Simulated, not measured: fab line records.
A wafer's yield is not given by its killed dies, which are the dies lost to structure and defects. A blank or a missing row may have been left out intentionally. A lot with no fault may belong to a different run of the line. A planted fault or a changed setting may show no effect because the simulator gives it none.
Chamber matching || flow nand harc || NHARC_P_GATE_DESCUM_31 on rie diel-12 has 4 sister chambers
The step chemistry O2, time 3 s. 8 wafers are shown with their chamber, then 7 later ones without.

== WAFERS PAIRED WITH THEIR CHAMBERS ==
{"wafer": "L083.3", "chamber": 1, "drypump motor current A (A)": 5.2, "oes product au (a.u.)": 1.002}
{"wafer": "L083.5", "chamber": 2, "drypump motor current A (A)": 5.5, "oes product au (a.u.)": 1.001}
{"wafer": "L083.6", "chamber": 3, "drypump motor current A (A)": 6.0, "oes product au (a.u.)": 1.006}
{"wafer": "L084.4", "chamber": 0, "drypump motor current A (A)": 6.0, "oes product au (a.u.)": 0.986}
{"wafer": "L084.5", "chamber": 2, "drypump motor current A (A)": 5.5, "oes product au (a.u.)": 0.999}
{"wafer": "L084.6", "chamber": 1, "drypump motor current A (A)": 5.2, "oes product au (a.u.)": 0.995}
{"wafer": "L086.3", "chamber": 0, "drypump motor current A (A)": 6.0, "oes product au (a.u.)": 0.986}
{"wafer": "L086.5", "chamber": 3, "drypump motor current A (A)": 5.9, "oes product au (a.u.)": 1.021}

== WAFERS WITH NO CHAMBER GIVEN ==
{"wafer": "L086.6", "drypump motor current A (A)": 6.0, "oes product au (a.u.)": 0.995}
{"wafer": "L093.1", "drypump motor current A (A)": 5.9, "oes product au (a.u.)": 0.996}
{"wafer": "L093.2", "drypump motor current A (A)": 5.5, "oes product au (a.u.)": 1.020}
{"wafer": "L093.6", "drypump motor current A (A)": 6.0, "oes product au (a.u.)": 1.001}
{"wafer": "L095.2", "drypump motor current A (A)": 6.0, "oes product au (a.u.)": 1.000}
{"wafer": "L095.3", "drypump motor current A (A)": 5.5, "oes product au (a.u.)": 1.012}
{"wafer": "L095.4", "drypump motor current A (A)": 5.9, "oes product au (a.u.)": 0.990}

== THE CHAMBER EACH PASSED THROUGH ==
{"wafer": "L086.6", "from the rows above": "can't be placed: 0 or 3", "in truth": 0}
{"wafer": "L093.1", "from the rows above": "can't be placed: 3 or 0", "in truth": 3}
{"wafer": "L093.2", "from the rows above": 2, "in truth": 2}
{"wafer": "L093.6", "from the rows above": "can't be placed: 0 or 3", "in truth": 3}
{"wafer": "L095.2", "from the rows above": "can't be placed: 0 or 3", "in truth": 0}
{"wafer": "L095.3", "from the rows above": 2, "in truth": 2}
{"wafer": "L095.4", "from the rows above": "can't be placed: 0 or 3", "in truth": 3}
Correctly placed: 2 of 7. Not placeable from these rows: 5 (in 5, the candidates include the true chamber). Wrongly placed: 0.
How it was worked out, from the rows above alone: a wafer's distance from a chamber is the root of the sum, over the readings, of the square of ((its reading less the chamber's mean) divided by the reading's scatter). The wafer belongs to the nearest chamber; if the next one is less than 2 further off, it can't be placed. A chamber's mean is the mean of its shown wafers. The scatter: the root of (the sum of the squares of (reading less its chamber's mean) over the shown wafers, divided by (wafers less chambers)).
